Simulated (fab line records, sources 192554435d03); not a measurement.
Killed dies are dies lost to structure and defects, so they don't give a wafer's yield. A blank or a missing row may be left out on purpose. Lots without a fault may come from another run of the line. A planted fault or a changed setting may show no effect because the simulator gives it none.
fab line records | flow n5_finfet
record lots=13 wafers=37 last_day=17
route steps=1938 shown START@1 WELL_APT@32 PMOS_HMC_CHANNEL_EPI@66 PASSIVATION@1936
lots that met no fault: from a run of the same line without faults
start_h: hours from the record's first day to the start of the lot's first wafer shown | wait_h: hours since the lot's step before | " the same as in the row above | L1.1+2: a row that stands for several wafers | - no value, or no start given | * or withheld: withheld | < > ~ a bound
route shown NAME@n: a module of which the file shows steps, and the number in the route of the first | usual: mean/standard deviation of fault-free wafers | same: alike in all rows | chamber/n: place in a boat | sites: the reading at each site | _std_site: their standard deviation | _edge_site: outer sites' mean less inner sites' | radius_mm: how far each site lies from the wafer's centre | mask NAME#n: copy n | behind: the tool/chamber that last shaped the wafer | hold: why the lot was held/for how many hours/how that ended | device: the transistor (n, p or np) that didn't switch | end of line: the same wafers' tests at the end of the route | a step without rows: its recipe alone | killed: dies lost to structure and defects at the first sort, not the wafer's yield | map: a wafer's dies, x killed, . not, _ none there
set.NAME: the setting as run; set.NAME@STEP: as run at that earlier step | model.NAME: the simulator's own value behind a step, which no gauge read
steps of the route over a sample of lots; a table a step, a row a wafer
services: from which hour (start_h, from the record's first day; less than 0 if before it) a tool's chamber was out of use, for how many hours, and why
## steps
# step N5_START_INSPECT_01
# recipe inspect_instrument=unpatterned_scan mode=incoming
# usual raw_defect_count=6.0/2.3
# columns lot.wafer tool chamber start_h wait_h raw_defect_count
L449.1 defect_inspect-01 - 12.03 - 5
L449.2 " - " " 3
L449.3 " - " " 5
L450.2 defect_inspect-02 - 18.03 - 3
L450.3 " - " " 6
L450.6 " - " " 4
L451.2 defect_inspect-01 - 24.03 - 5
L451.5 " - " " 5
L451.6 " - " " 10
L453.2 defect_inspect-01 - 36.03 - 6
L453.4 " - " " 4
L453.6 " - " " 5
L454.1 defect_inspect-02 - 42.03 - 5
L454.2 " - " " 3
L454.4 " - " " 6
L456.1 defect_inspect-02 - 54.03 - 8
L456.3 " - " " 5
L456.6 " - " " 4
L458.3 defect_inspect-02 - 66.03 - 7
L458.4 " - " " 6
L458.5 " - " " 8
L461.2 defect_inspect-02 - 84.03 - 5
L461.3 " - " " 1
L461.4 " - " " 3
L463.2 defect_inspect-02 - 96.03 - 6
L463.4 " - " " 3
L463.6 " - " " 5
L465.4 defect_inspect-02 - 108.04 - 6
L465.6 " - " " 2
L466.1 defect_inspect-02 - 114.03 - 6
L466.2 " - " " 9
L469.4 defect_inspect-02 - 132.04 - 5
L469.5 " - " " 9
L469.6 " - " " 11
L472.3 defect_inspect-02 - 150.03 - 3
L472.4 " - " " 5
L472.6 " - " " 10
# step N5_WELL_APT_IMPLANT_14
# recipe species=P energy_kev=160 dose_cm2=1.5e+13 tilt_deg=0 rotation_deg=0
# usual dose_ions_cm2=1.4997e+13/1.5e+10 faraday_current_uA=191/3.7
# columns lot.wafer tool chamber start_h wait_h dose_ions_cm2 faraday_current_uA
L449.1 implanter-01 0 13.77 0.1 1.4993e+13 193
L449.2 " 0 " " 1.4989e+13 184
L449.3 " 0 " " 1.4993e+13 186
L450.2 implanter-02 0 20.50 0.1 1.4986e+13 186
L450.3 " 0 " " 1.4987e+13 184
L450.6 " 0 " " 1.4989e+13 197
L451.2 implanter-02 0 26.08 0.1 1.4992e+13 191
L451.5 " 0 " " 1.4999e+13 194
L451.6 " 0 " " 1.4975e+13 193
L453.2 implanter-02 0 37.78 0.1 1.501e+13 193
L453.4 " 0 " " 1.5005e+13 192
L453.6 " 0 " " 1.5017e+13 189
L454.1 implanter-02 0 44.17 0.1 1.4994e+13 195
L454.2 " 0 " " 1.4994e+13 188
L454.4 " 0 " " 1.4993e+13 188
L456.1 implanter-02 0 55.89 0.1 1.5022e+13 195
L456.3 " 0 " " 1.4993e+13 188
L456.6 " 0 " " 1.4999e+13 191
L458.3 implanter-02 0 67.93 0.1 1.5002e+13 191
L458.4 " 0 " " 1.4999e+13 183
L458.5 " 0 " " 1.4983e+13 190
L461.2 implanter-02 0 85.95 0.1 2.0347e+13 259
L461.3 " 0 " " 2.0356e+13 260
L461.4 " 0 " " 2.0371e+13 257
L463.2 implanter-02 0 97.99 0.1 2.0326e+13 256
L463.4 " 0 " " 2.0347e+13 254
L463.6 " 0 " " 2.0329e+13 255
L465.4 implanter-01 0 110.11 0.2 1.5006e+13 186
L465.6 " 0 " " 1.5006e+13 190
L466.1 implanter-01 0 116.21 0.1 1.4997e+13 196
L466.2 " 0 " " 1.4993e+13 193
L469.4 implanter-01 0 134.11 0.2 1.4967e+13 189
L469.5 " 0 " " 1.4993e+13 191
L469.6 " 0 " " 1.5002e+13 192
L472.3 implanter-02 0 151.83 0.1 1.4984e+13 192
L472.4 " 0 " " 1.5e+13 187
L472.6 " 0 " " 1.4983e+13 187
# step N5_PMOS_HMC_CHANNEL_EPI_OVL_MEAS_10
# recipe points_per_wafer=44
# usual PMOS_HMC_BLK_OVL=0.0/0.7
# columns lot.wafer tool chamber start_h wait_h PMOS_HMC_BLK_OVL[nm]
L449.1 overlay-01 0 17.04 0.0 0.1
L449.2 " 0 " " -0.5
L449.3 " 0 " " 0.1
L450.2 overlay-02 0 23.52 0.0 -0.8
L450.3 " 0 " " 0.2
L450.6 " 0 " " 0.0
L451.2 overlay-01 0 29.32 0.0 0.1
L451.5 " 0 " " -0.2
L451.6 " 0 " " 0.4
L453.2 overlay-02 0 41.15 0.0 -1.0
L453.4 " 0 " " -0.4
L453.6 " 0 " " 0.0
L454.1 overlay-01 0 47.42 0.0 0.4
L454.2 " 0 " " -0.4
L454.4 " 0 " " 0.3
L456.1 overlay-02 0 59.19 0.0 -0.6
L456.3 " 0 " " -0.1
L456.6 " 0 " " 1.6
L458.3 overlay-02 0 71.65 0.0 -1.1
L458.4 " 0 " " -0.4
L458.5 " 0 " " 0.5
L461.2 overlay-01 0 88.94 0.0 -0.4
L461.3 " 0 " " -0.2
L461.4 " 0 " " -0.1
L463.2 overlay-02 0 102.21 0.0 0.7
L463.4 " 0 " " 1.0
L463.6 " 0 " " 1.2
L465.4 overlay-01 0 113.43 0.0 -0.1
L465.6 " 0 " " 0.4
L466.1 overlay-01 0 119.54 0.0 0.3
L466.2 " 0 " " 0.0
L469.4 overlay-01 0 137.24 0.0 0.1
L469.5 " 0 " " 1.1
L469.6 " 0 " " -1.3
L472.3 overlay-01 0 155.27 0.0 0.4
L472.4 " 0 " " 0.9
L472.6 " 0 " " 0.3
# step N5_PMOS_HMC_CHANNEL_EPI_ETCH_38
# recipe chemistry=CF4 target=SiO2 target_depth_a=15 ion_energy_ev=350 pressure_mtorr=10 icp_w=800 bias_w=400 cf4_flow_sccm=80
# usual drypump_motor_current_A=5.7/0.46 oes_product_au=1.008/0.021 throttle_valve_pct=21.8/0.33
# columns lot.wafer tool chamber start_h wait_h drypump_motor_current_A oes_product_au rf_hours_counter_h throttle_valve_pct
L449.1 rie_si-04 0 17.54 0.0 6.0 1.015 179 21.7
L449.2 " 2 " " 5.4 1.017 135 22.0
L449.3 " 1 " " 5.8 1.007 48 21.9
L450.2 rie_si-04 3 24.01 0.0 5.7 0.983 117 22.4
L450.3 " 2 " " 5.4 1.021 135 22.0
L450.6 " 2 " " 5.4 1.024 - 22.0
L451.2 rie_si-04 2 30.64 0.0 5.4 1.023 135 22.0
L451.5 " 3 " " 5.7 0.973 - 22.4
L451.6 " 0 " " 6.0 1.000 - 21.7
L453.2 rie_si-04 1 41.66 0.0 5.9 1.006 48 21.9
L453.4 " 2 " " 5.4 1.023 135 22.0
L453.6 " 1 " " 5.8 1.002 - 21.9
L454.1 rie_si-04 2 48.11 0.0 5.4 1.016 135 22.0
L454.2 " 3 " " 5.7 0.978 117 22.4
L454.4 " 0 " " 6.0 1.010 180 21.7
L456.1 rie_si-01 3 59.68 0.0 5.5 0.992 114 21.7
L456.3 " 0 " " 6.0 0.971 128 21.2
L456.6 " 1 " " 5.1 0.985 - 21.5
L458.3 rie_si-04 3 72.14 0.0 5.7 0.993 117 22.4
L458.4 " 2 " " 5.4 1.029 136 22.0
L458.5 " 3 " " 5.7 0.993 - 22.4
L461.2 rie_si-04 3 89.44 0.0 5.7 0.986 118 22.4
L461.3 " 1 " " 5.8 1.008 49 21.9
L461.4 " 0 " " 6.0 1.008 181 21.7
L463.2 rie_si-06 0 102.71 0.0 6.7 1.011 169 22.0
L463.4 " 3 " " 5.5 1.000 66 21.6
L463.6 " 1 " " 6.7 1.020 - 21.6
L465.4 rie_si-04 3 113.92 0.0 5.7 0.981 118 22.4
L465.6 " 3 " " 5.7 0.977 - 22.4
L466.1 rie_si-01 3 120.03 0.0 5.5 0.981 115 21.7
L466.2 " 0 " " 6.0 0.987 129 21.2
L469.4 rie_si-06 1 137.75 0.0 6.7 1.031 107 21.6
L469.5 " 0 " " 6.7 1.020 - 22.0
L469.6 " 1 " " 6.7 1.026 - 21.6
L472.3 rie_si-04 3 155.76 0.0 5.7 0.971 119 22.4
L472.4 " 1 " " 5.8 0.997 50 21.9
L472.6 " 1 " " 5.9 1.003 - 21.9
# step N5_PASSIVATION_PROBE_49
# usual killed_at_M0_to_M3=33/9.1 killed_at_M4_up=14/5.6 killed_at_contacts=13/5.7 killed_at_front_end=42/12 killed_at_other=4/3 killed_dies=105/16 killed_open=69/11 killed_short=34/7.5
# same gross_dies=1180 killed_at_back_side=0
# columns lot.wafer tool chamber start_h wait_h killed_at_M0_to_M3 killed_at_M4_up killed_at_contacts killed_at_front_end killed_at_other killed_dies killed_open killed_short
L456.1 prober-01 - 311.01 0.2 37 12 11 30 1 91 64 25
L456.3 prober-01 - 311.11 0.3 26 8 11 39 0 84 51 33
L456.6 prober-01 - 311.26 0.4 32 10 8 68 5 123 80 43
L461.4 prober-02 - 326.65 0.2 31 19 7 39 7 103 58 33
L463.2 prober-01 - 344.75 0.1 27 8 24 67 7 133 87 45
L463.4 prober-01 - 344.85 0.2 31 7 32 44 2 116 90 25
L463.6 prober-01 - 344.95 0.3 24 17 28 62 2 133 95 37
L466.1 prober-01 - 368.26 0.0 27 9 1 18 4 59 31 27
L466.2 prober-01 - 368.31 0.1 25 12 4 33 8 82 63 19
# killed by level:class
L456.1 BEOL_M0_SAQP:geometric_particle:open=13 MOL_CONTACT_COAG:geometric_particle:open=9 STI_FIN_REVEAL:geometric_particle:open=8 BEOL_M0_SAQP:geometric_particle:short=8 FIN_SAQP:geometric_particle:open=5 DUMMY_GATE:geometric_particle:open=4 BEOL_M1:geometric_particle:open=4 BEOL_M2:geometric_particle:open=4
L456.3 FIN_SAQP:geometric_particle:short=9 BEOL_M0_SAQP:geometric_particle:open=8 STI_FIN_REVEAL:geometric_particle:open=6 MOL_CONTACT_COAG:geometric_particle:open=6 FIN_SAQP:geometric_particle:open=5 MOL_CONTACT_COAG:geometric_particle:short=5 BEOL_M1:geometric_particle:open=5 STARTING-WAFER:geometric_particle:short=5
L456.6 STI_FIN_REVEAL:geometric_particle:open=26 FIN_SAQP:geometric_particle:short=10 BEOL_M0_SAQP:geometric_particle:short=10 BEOL_M0_SAQP:geometric_particle:open=10 FIN_SAQP:geometric_particle:open=8 MOL_CONTACT_COAG:geometric_particle:open=6 STI_FIN_REVEAL:geometric_particle:short=5 DUMMY_GATE:geometric_particle:open=5
L461.4 FIN_SAQP:geometric_particle:open=16 HKMG_FIN:area_etch=10 BEOL_M3:geometric_particle:open=8 BEOL_M0_SAQP:geometric_particle:short=7 BEOL_M0_SAQP:geometric_particle:open=6 BEOL_M4:geometric_particle:open=6 BEOL_M4:geometric_particle:short=6 MOL_CONTACT_COAG:geometric_particle:open=4
L463.2 STI_FIN_REVEAL:geometric_particle:open=22 MOL_CONTACT_COAG:geometric_particle:open=17 FIN_SAQP:geometric_particle:open=15 BEOL_M3:geometric_particle:open=12 STI_FIN_REVEAL:geometric_particle:short=8 MOL_CONTACT_COAG:geometric_particle:short=7 FIN_SAQP:geometric_particle:short=6 GATE_CUT:geometric_particle:short=5
L463.4 MOL_CONTACT_COAG:geometric_particle:open=23 STI_FIN_REVEAL:geometric_particle:open=17 BEOL_M3:geometric_particle:open=15 FIN_SAQP:geometric_particle:open=10 MOL_CONTACT_COAG:geometric_particle:short=8 DUMMY_GATE:geometric_particle:open=5 BEOL_M0_SAQP:geometric_particle:short=5 BEOL_M4:geometric_particle:open=5
L463.6 STI_FIN_REVEAL:geometric_particle:open=23 MOL_CONTACT_COAG:geometric_particle:open=20 FIN_SAQP:geometric_particle:short=13 BEOL_M4:geometric_particle:open=10 FIN_SAQP:geometric_particle:open=9 MOL_CONTACT_COAG:geometric_particle:short=8 BEOL_M3:geometric_particle:open=7 BEOL_M0_SAQP:geometric_particle:open=7
L466.1 BEOL_M0_SAQP:geometric_particle:short=7 BEOL_M3:geometric_particle:open=7 FIN_SAQP:geometric_particle:short=6 BEOL_M1:geometric_particle:open=4 FIN_SAQP:geometric_particle:open=2 ILD0:geometric_particle:open=2 GATE_CUT:geometric_particle:open=2 BEOL_M1:geometric_particle:short=2
L466.2 STI_FIN_REVEAL:geometric_particle:open=13 BEOL_M1:geometric_particle:open=12 BEOL_M5:geometric_particle:open=5 BEOL_M0_SAQP:geometric_particle:open=5 FIN_CUT:geometric_particle:short=3 GATE_CUT:geometric_particle:open=3 MOL_CONTACT_COAG:geometric_particle:open=3 BEOL_M3:geometric_particle:open=3
## services
# columns tool chamber start_h hours kind
implanter-01 - -5.21 8.9 pm
implanter-01 - 23.32 3.1 repair
rie_si-01 3 40.56 10.5 repair
implanter-01 - 43.69 1.5 repair
implanter-02 - 49.69 4.1 repair
rie_si-04 2 53.29 3.8 repair
rie_si-06 0 74.31 2.6 repair
rie_si-01 2 76.92 11.9 repair
implanter-02 - 80.35 3.3 repair
implanter-02 - 89.81 2.3 repair
rie_si-04 1 93.20 8.0 repair
implanter-02 - 113.79 3.8 repair
## key
first_sign step=N5_WELL_APT_IMPLANT_14 reading=dose_ions_cm2 direction=up sigmas=99+ usual=1.4997e+13 struck=2.0346e+13
effect step=N5_WELL_APT_IMPLANT_14 reading=faraday_current_uA direction=up sigmas=18 usual=191 struck=257
met_at N5_WELL_APT_IMPLANT_14
struck_lots L461,L463
tester_left_out L461,L463
baseline_loss step=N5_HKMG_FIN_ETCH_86 wafers=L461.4
not_acting_at N5_START_INSPECT_01,N5_PMOS_HMC_CHANNEL_EPI_OVL_MEAS_10,N5_PMOS_HMC_CHANNEL_EPI_ETCH_38
onset_between 67.93 85.95
fault kind=process_parameter_drift tool=implanter-02 chamber=- onset_h=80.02 steps=N5_WELL_APT_IMPLANT_14 channel=dose_cm2 offset=5.3422e+12 shape=step end_h=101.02 acts_in=these_recipes_only stated=1.5e+13
# tester_left_out: of these lots the tester's yield and bins aren't shown, on N5 and GAA mostly nor the transistor test; their killed dies are dies lost to structure and defects alone, not to doping, threshold or leakage, so they don't give the yield
# baseline_loss: these wafers lose ten dies or more at that step, a loss of the line's own and not of a fault; the sort's usual values leave them out
